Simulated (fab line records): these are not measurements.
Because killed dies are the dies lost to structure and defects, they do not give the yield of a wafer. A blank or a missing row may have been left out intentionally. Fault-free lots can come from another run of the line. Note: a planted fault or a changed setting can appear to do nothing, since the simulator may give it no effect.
Which tool is to blame? || flow n5Finfet || Sampling: 10 lots, 28 wafers, 5 of 1938 route steps

## WHAT THE GAUGES SHOWED, per wafer
N5_MOL_CONTACT_COAG_OVL_MEAS_09. Usual: CA_OVL 0.0 nm, standard deviation 0.72.
{"lot": "L790", "measured": "day 4 21:17", "on": "overlay-02", "CA_OVL (nm)": "-0.1 0.9 0.1", "flag": ""}
{"lot": "L794", "measured": "day 5 20:22", "on": "overlay-01", "CA_OVL (nm)": "0.9 -0.4 0.5", "flag": ""}
{"lot": "L795", "measured": "day 5 22:06", "on": "overlay-01", "CA_OVL (nm)": "-0.2 0.6 1.0", "flag": ""}
{"lot": "L804", "measured": "day 8 07:38", "on": "overlay-02", "CA_OVL (nm)": "-1.1 -1.0 -0.8", "flag": ""}
{"lot": "L805", "measured": "day 8 15:41", "on": "overlay-02", "CA_OVL (nm)": "-0.2 1.3 1.8", "flag": ""}
{"lot": "L807", "measured": "day 9 01:16", "on": "overlay-02", "CA_OVL (nm)": "-0.3 0.3 0.0", "flag": ""}
{"lot": "L808", "measured": "day 9 06:40", "on": "overlay-01", "CA_OVL (nm)": "0.6 1.1", "flag": ""}
{"lot": "L810", "measured": "day 9 15:10", "on": "overlay-02", "CA_OVL (nm)": "0.4 -0.6 -0.5", "flag": ""}
{"lot": "L811", "measured": "day 9 22:36", "on": "overlay-02", "CA_OVL (nm)": "-0.7 -0.9", "flag": ""}
{"lot": "L813", "measured": "day 10 10:01", "on": "overlay-01", "CA_OVL (nm)": "-0.7 0.3 -0.8", "flag": ""}

N5_BEOL_M4_RC_MEAS_101. Usual: DIBL_N 36.1 mV/V, standard deviation 1.5; DIBL_P 36.1 mV/V, standard deviation 1.9; IOFF_N 0.159 nA/um, standard deviation 0.029; IOFF_P 0.21 nA/um, standard deviation 0.038; ION_N 675 uA/um, standard deviation 11; ION_P 464 uA/um, standard deviation 8.1; SS_N 71.5 mV/dec, standard deviation 0.57; SS_P 73.3 mV/dec, standard deviation 0.64; VT_N 249 mV, standard deviation 3.1; VT_P -250 mV, standard deviation 3.8.
{"lot": "L790", "measured": "day 7 14:54", "on": "prober-01", "DIBL_N (mV/V)": "37.0 35.4 37.2", "DIBL_P (mV/V)": "37.6 34.6 38.3", "IOFF_N (nA/um)": "0.149 0.118 0.144", "IOFF_P (nA/um)": "0.21 0.17 0.22", "ION_N (uA/um)": "664 654 664", "ION_P (uA/um)": "462 457 461", "SS_N (mV/dec)": "71.6 71.8 71.6", "SS_P (mV/dec)": "73.3 72.9 73.2", "VT_N (mV)": "249 255 252", "VT_P (mV)": "-251 -254 -251", "flag": ""}
{"lot": "L794", "measured": "day 9 00:53", "on": "prober-02", "DIBL_N (mV/V)": "34.6 36.3 35.7", "DIBL_P (mV/V)": "34.7 36.2 35.8", "IOFF_N (nA/um)": "0.141 0.157 0.162", "IOFF_P (nA/um)": "0.19 0.21 0.21", "ION_N (uA/um)": "683 676 677", "ION_P (uA/um)": "467 466 469", "SS_N (mV/dec)": "70.9 72.1 71.3", "SS_P (mV/dec)": "72.6 73.3 72.5", "VT_N (mV)": "250 249 249", "VT_P (mV)": "-252 -250 -249", "flag": ""}
{"lot": "L795", "measured": "day 9 02:39", "on": "prober-01", "DIBL_N (mV/V)": "34.6 37.2 35.8", "DIBL_P (mV/V)": "34.2 38.0 36.5", "IOFF_N (nA/um)": "0.129 0.189 0.154", "IOFF_P (nA/um)": "0.18 0.25 0.22", "ION_N (uA/um)": "665 684 676", "ION_P (uA/um)": "463 471 468", "SS_N (mV/dec)": "71.2 72.2 71.4", "SS_P (mV/dec)": "72.7 74.2 73.1", "VT_N (mV)": "252 248 248", "VT_P (mV)": "-254 -248 -250", "flag": ""}
{"lot": "L804", "measured": "day 11 09:25", "on": "prober-02", "DIBL_N (mV/V)": "36.8 36.2 37.0", "DIBL_P (mV/V)": "35.6 35.5 36.4", "IOFF_N (nA/um)": "0.172 0.175 0.184", "IOFF_P (nA/um)": "0.18 0.20 0.19", "ION_N (uA/um)": "677 692 686", "ION_P (uA/um)": "454 470 452", "SS_N (mV/dec)": "71.0 70.5 71.6", "SS_P (mV/dec)": "73.2 73.2 74.3", "VT_N (mV)": "248 247 245", "VT_P (mV)": "-253 -252 -254", "flag": ""}
{"lot": "L805", "measured": "day 11 15:29", "on": "prober-01", "DIBL_N (mV/V)": "34.6 34.1 37.3", "DIBL_P (mV/V)": "33.0 32.4 36.1", "IOFF_N (nA/um)": "0.133 0.122 0.177", "IOFF_P (nA/um)": "0.17 0.16 0.21", "ION_N (uA/um)": "675 666 684", "ION_P (uA/um)": "462 459 467", "SS_N (mV/dec)": "70.8 71.0 71.5", "SS_P (mV/dec)": "72.3 72.4 74.1", "VT_N (mV)": "248 252 248", "VT_P (mV)": "-253 -255 -251", "flag": ""}
{"lot": "L807", "measured": "day 12 05:31", "on": "prober-01", "DIBL_N (mV/V)": "35.6 36.9 36.6", "DIBL_P (mV/V)": "37.1 37.5 37.7", "IOFF_N (nA/um)": "0.150 0.166 0.169", "IOFF_P (nA/um)": "0.19 0.19 0.20", "ION_N (uA/um)": "663 676 675", "ION_P (uA/um)": "457 460 457", "SS_N (mV/dec)": "71.3 72.4 72.3", "SS_P (mV/dec)": "73.5 73.6 73.7", "VT_N (mV)": "253 248 251", "VT_P (mV)": "-254 -254 -254", "flag": ""}
{"lot": "L808", "measured": "day 12 10:04", "on": "prober-01", "DIBL_N (mV/V)": "35.3 37.3", "DIBL_P (mV/V)": "36.4 39.1", "IOFF_N (nA/um)": "0.159 0.206", "IOFF_P (nA/um)": "0.21 0.26", "ION_N (uA/um)": "688 689", "ION_P (uA/um)": "463 468", "SS_N (mV/dec)": "72.2 72.0", "SS_P (mV/dec)": "73.5 74.1", "VT_N (mV)": "248 244", "VT_P (mV)": "-249 -247", "flag": ""}
{"lot": "L810", "measured": "day 12 17:18", "on": "prober-01", "DIBL_N (mV/V)": "37.1 36.9 38.5", "DIBL_P (mV/V)": "36.9 37.2 39.3", "IOFF_N (nA/um)": "0.177 0.184 0.213", "IOFF_P (nA/um)": "0.26 0.28 0.31", "ION_N (uA/um)": "686 691 702", "ION_P (uA/um)": "476 481 479", "SS_N (mV/dec)": "72.1 71.4 72.2", "SS_P (mV/dec)": "73.8 73.1 73.5", "VT_N (mV)": "245 248 244", "VT_P (mV)": "-245 -241 -241", "flag": ""}
{"lot": "L811", "measured": "day 13 12:38", "on": "prober-02", "DIBL_N (mV/V)": "35.6 34.5", "DIBL_P (mV/V)": "36.6 34.6", "IOFF_N (nA/um)": "0.159 0.131", "IOFF_P (nA/um)": "0.20 0.17", "ION_N (uA/um)": "674 664", "ION_P (uA/um)": "456 456", "SS_N (mV/dec)": "71.3 71.1", "SS_P (mV/dec)": "72.6 73.1", "VT_N (mV)": "247 252", "VT_P (mV)": "-252 -255", "flag": ""}
{"lot": "L813", "measured": "day 14 09:27", "on": "prober-01", "DIBL_N (mV/V)": "36.2 36.6 34.8", "DIBL_P (mV/V)": "36.8 36.4 36.0", "IOFF_N (nA/um)": "0.181 0.180 0.168", "IOFF_P (nA/um)": "0.23 0.23 0.23", "ION_N (uA/um)": "684 680 686", "ION_P (uA/um)": "469 468 473", "SS_N (mV/dec)": "71.1 70.9 71.5", "SS_P (mV/dec)": "73.3 72.5 73.6", "VT_N (mV)": "247 246 244", "VT_P (mV)": "-247 -248 -247", "flag": ""}

## EACH LOT AND THE TOOL THAT RAN IT (in order: tool; ch and the chambers of the sampled wafers; start)
{"lot": "L790", "N5_MOL_CONTACT_COAG_ETCH_15": "rieDiel-01 ch 0,3, day 4 21:35", "N5_MOL_CONTACT_COAG_IMPLANT_129": "implanter-01 ch 0, day 4 21:53", "N5_MOL_CONTACT_COAG_SIL_ANNEAL_21": "rtpAnneal-02 ch 0, day 4 22:49"}
{"lot": "L794", "N5_MOL_CONTACT_COAG_ETCH_15": "rieDiel-01 ch 0,1,3, day 5 20:52", "N5_MOL_CONTACT_COAG_IMPLANT_129": "implanter-01 ch 0, day 5 21:04", "N5_MOL_CONTACT_COAG_SIL_ANNEAL_21": "rtpAnneal-01 ch 0, day 5 22:14"}
{"lot": "L795", "N5_MOL_CONTACT_COAG_ETCH_15": "rieDiel-02 ch 1,2,3, day 5 23:16", "N5_MOL_CONTACT_COAG_IMPLANT_129": "implanter-01 ch 0, day 5 23:30", "N5_MOL_CONTACT_COAG_SIL_ANNEAL_21": "rtpAnneal-01 ch 0, day 6 00:38"}
{"lot": "L804", "N5_MOL_CONTACT_COAG_ETCH_15": "rieDiel-06 ch 0,1,3, day 8 08:08", "N5_MOL_CONTACT_COAG_IMPLANT_129": "implanter-02 ch 0, day 8 08:25", "N5_MOL_CONTACT_COAG_SIL_ANNEAL_21": "rtpAnneal-02 ch 0, day 8 09:25"}
{"lot": "L805", "N5_MOL_CONTACT_COAG_ETCH_15": "rieDiel-01 ch 0,1,3, day 8 15:59", "N5_MOL_CONTACT_COAG_IMPLANT_129": "implanter-01 ch 0, day 8 16:17", "N5_MOL_CONTACT_COAG_SIL_ANNEAL_21": "rtpAnneal-01 ch 0, day 8 17:18"}
{"lot": "L807", "N5_MOL_CONTACT_COAG_ETCH_15": "rieDiel-02 ch 2,3, day 9 01:34", "N5_MOL_CONTACT_COAG_IMPLANT_129": "implanter-01 ch 0, day 9 01:47", "N5_MOL_CONTACT_COAG_SIL_ANNEAL_21": "rtpAnneal-01 ch 0, day 9 03:05"}
{"lot": "L808", "N5_MOL_CONTACT_COAG_ETCH_15": "rieDiel-06 ch 0,1, day 9 07:12", "N5_MOL_CONTACT_COAG_IMPLANT_129": "implanter-02 ch 0, day 9 07:25", "N5_MOL_CONTACT_COAG_SIL_ANNEAL_21": "rtpAnneal-01 ch 0, day 9 08:24"}
{"lot": "L810", "N5_MOL_CONTACT_COAG_ETCH_15": "rieDiel-02 ch 1,2,3, day 9 15:29", "N5_MOL_CONTACT_COAG_IMPLANT_129": "implanter-01 ch 0, day 9 15:43", "N5_MOL_CONTACT_COAG_SIL_ANNEAL_21": "rtpAnneal-01 ch 0, day 9 18:06"}
{"lot": "L811", "N5_MOL_CONTACT_COAG_ETCH_15": "rieDiel-02 ch 0,3, day 9 22:56", "N5_MOL_CONTACT_COAG_IMPLANT_129": "implanter-01 ch 0, day 9 23:08", "N5_MOL_CONTACT_COAG_SIL_ANNEAL_21": "rtpAnneal-02 ch 0, day 10 00:35"}
{"lot": "L813", "N5_MOL_CONTACT_COAG_ETCH_15": "rieDiel-06 ch 0,2,3, day 10 10:43", "N5_MOL_CONTACT_COAG_IMPLANT_129": "implanter-01 ch 0, day 10 10:55", "N5_MOL_CONTACT_COAG_SIL_ANNEAL_21": "rtpAnneal-01 ch 0, day 10 12:01"}
- N5_MOL_CONTACT_COAG_ETCH_15: etches SiNx in CH3F/O2, stops on Si:P, target depth 7 nm.
- N5_MOL_CONTACT_COAG_IMPLANT_129
- N5_MOL_CONTACT_COAG_SIL_ANNEAL_21: time 60 s.

## WHAT THE TOOLS THEMSELVES READ (means of the sampled wafers that have a number; where no wafer has one, the mark that the record gives instead)
N5_MOL_CONTACT_COAG_ETCH_15. Usual: drypumpMotorCurrentA 5.6 A, standard deviation 0.52; oesProductAu 0.61 a.u., standard deviation 0.05; rfVppV 297 V, standard deviation 3.1; showerheadPlenumPTorr 2.01 Torr, standard deviation 0.08; throttleValvePct 16.26 %, standard deviation 0.17.
{"lot": "L790", "tool": "rieDiel-01", "drypumpMotorCurrentA (A)": 6.0, "oesProductAu (a.u.)": 0.59, "rfVppV (V)": 295, "showerheadPlenumPTorr (Torr)": 1.93, "throttleValvePct (%)": 16.44, "flag": ""}
{"lot": "L794", "tool": "rieDiel-01", "drypumpMotorCurrentA (A)": 5.7, "oesProductAu (a.u.)": 0.58, "rfVppV (V)": 296, "showerheadPlenumPTorr (Torr)": 1.95, "throttleValvePct (%)": 16.41, "flag": ""}
{"lot": "L795", "tool": "rieDiel-02", "drypumpMotorCurrentA (A)": 5.4, "oesProductAu (a.u.)": 0.63, "rfVppV (V)": 295, "showerheadPlenumPTorr (Torr)": 2.02, "throttleValvePct (%)": 16.13, "flag": ""}
{"lot": "L804", "tool": "rieDiel-06", "drypumpMotorCurrentA (A)": 5.7, "oesProductAu (a.u.)": 0.63, "rfVppV (V)": 301, "showerheadPlenumPTorr (Torr)": 2.05, "throttleValvePct (%)": 16.26, "flag": ""}
{"lot": "L805", "tool": "rieDiel-01", "drypumpMotorCurrentA (A)": 5.7, "oesProductAu (a.u.)": 0.55, "rfVppV (V)": 296, "showerheadPlenumPTorr (Torr)": 1.94, "throttleValvePct (%)": 16.47, "flag": ""}
{"lot": "L807", "tool": "rieDiel-02", "drypumpMotorCurrentA (A)": 5.0, "oesProductAu (a.u.)": 0.60, "rfVppV (V)": 295, "showerheadPlenumPTorr (Torr)": 1.99, "throttleValvePct (%)": 16.31, "flag": ""}
{"lot": "L808", "tool": "rieDiel-06", "drypumpMotorCurrentA (A)": 6.0, "oesProductAu (a.u.)": 0.61, "rfVppV (V)": 299, "showerheadPlenumPTorr (Torr)": 2.02, "throttleValvePct (%)": 16.29, "flag": ""}
{"lot": "L810", "tool": "rieDiel-02", "drypumpMotorCurrentA (A)": 5.4, "oesProductAu (a.u.)": 0.59, "rfVppV (V)": 295, "showerheadPlenumPTorr (Torr)": 2.01, "throttleValvePct (%)": 16.20, "flag": ""}
{"lot": "L811", "tool": "rieDiel-02", "drypumpMotorCurrentA (A)": 5.2, "oesProductAu (a.u.)": 0.60, "rfVppV (V)": 294, "showerheadPlenumPTorr (Torr)": 1.98, "throttleValvePct (%)": 16.23, "flag": ""}
{"lot": "L813", "tool": "rieDiel-06", "drypumpMotorCurrentA (A)": 5.3, "oesProductAu (a.u.)": 0.62, "rfVppV (V)": 301, "showerheadPlenumPTorr (Torr)": 2.11, "throttleValvePct (%)": 16.30, "flag": ""}

N5_MOL_CONTACT_COAG_IMPLANT_129. Usual: beamOnS 38.5 s, standard deviation 1.9; doseIonsCm2 5.999e+14, standard deviation 5.8e+11.
{"lot": "L790", "tool": "implanter-01", "beamOnS (s)": 37.1, "doseIonsCm2": 5.999e+14, "flag": ""}
{"lot": "L794", "tool": "implanter-01", "beamOnS (s)": 19.2, "doseIonsCm2": 3.078e+14, "flag": "OFF"}
{"lot": "L795", "tool": "implanter-01", "beamOnS (s)": 19.4, "doseIonsCm2": 3.076e+14, "flag": "OFF"}
{"lot": "L804", "tool": "implanter-02", "beamOnS (s)": 39.9, "doseIonsCm2": 5.999e+14, "flag": ""}
{"lot": "L805", "tool": "implanter-01", "beamOnS (s)": 36.4, "doseIonsCm2": 5.987e+14, "flag": ""}
{"lot": "L807", "tool": "implanter-01", "beamOnS (s)": 37.4, "doseIonsCm2": 6.002e+14, "flag": ""}
{"lot": "L808", "tool": "implanter-02", "beamOnS (s)": 39.9, "doseIonsCm2": 6.002e+14, "flag": ""}
{"lot": "L810", "tool": "implanter-01", "beamOnS (s)": 37.9, "doseIonsCm2": 6.001e+14, "flag": ""}
{"lot": "L811", "tool": "implanter-01", "beamOnS (s)": 37.3, "doseIonsCm2": 6.002e+14, "flag": ""}
{"lot": "L813", "tool": "implanter-01", "beamOnS (s)": 37.6, "doseIonsCm2": 6.004e+14, "flag": ""}

N5_MOL_CONTACT_COAG_SIL_ANNEAL_21. Usual: lampPowerPct 6.0 %, standard deviation 0.31; wafer_temp_C_max 551.7, standard deviation 0.47.
{"lot": "L790", "tool": "rtpAnneal-02", "lampPowerPct (%)": 5.6, "wafer_temp_C_max": 551.8, "flag": ""}
{"lot": "L794", "tool": "rtpAnneal-01", "lampPowerPct (%)": 6.3, "wafer_temp_C_max": 551.7, "flag": ""}
{"lot": "L795", "tool": "rtpAnneal-01", "lampPowerPct (%)": 6.3, "wafer_temp_C_max": 551.7, "flag": ""}
{"lot": "L804", "tool": "rtpAnneal-02", "lampPowerPct (%)": 5.6, "wafer_temp_C_max": 552.2, "flag": ""}
{"lot": "L805", "tool": "rtpAnneal-01", "lampPowerPct (%)": 6.3, "wafer_temp_C_max": 551.4, "flag": ""}
{"lot": "L807", "tool": "rtpAnneal-01", "lampPowerPct (%)": 6.3, "wafer_temp_C_max": 551.5, "flag": ""}
{"lot": "L808", "tool": "rtpAnneal-01", "lampPowerPct (%)": 6.3, "wafer_temp_C_max": 551.2, "flag": ""}
{"lot": "L810", "tool": "rtpAnneal-01", "lampPowerPct (%)": 6.3, "wafer_temp_C_max": 552.1, "flag": ""}
{"lot": "L811", "tool": "rtpAnneal-02", "lampPowerPct (%)": 5.7, "wafer_temp_C_max": 551.5, "flag": ""}
{"lot": "L813", "tool": "rtpAnneal-01", "lampPowerPct (%)": 6.3, "wafer_temp_C_max": 550.9, "flag": ""}

## THE ANSWER, worked out from the rows above alone
Rule: a lot is off if the mean of its wafers that have a number lies more than 3 standard deviations from the usual mean. A lot without any number at a reading at which 4 lots or more have one is off too. Any other lot the step has rows for is counted as sound. Order of review: gauges by route order, followed by the tools' own readings, for which a lot's mean as printed above is used. The first step at which some lot is off is used, and at that step the reading that is off furthest; a lot without a number counts as furthest.
Off, at N5_MOL_CONTACT_COAG_IMPLANT_129 on doseIonsCm2: L794, L795.
A tool fits if, at that step or a process step before it, it ran every lot that is off, and no sound lot after the first of them. No candidate that was tried fits.

## WHAT THE SIMULATOR HAD PUT IN
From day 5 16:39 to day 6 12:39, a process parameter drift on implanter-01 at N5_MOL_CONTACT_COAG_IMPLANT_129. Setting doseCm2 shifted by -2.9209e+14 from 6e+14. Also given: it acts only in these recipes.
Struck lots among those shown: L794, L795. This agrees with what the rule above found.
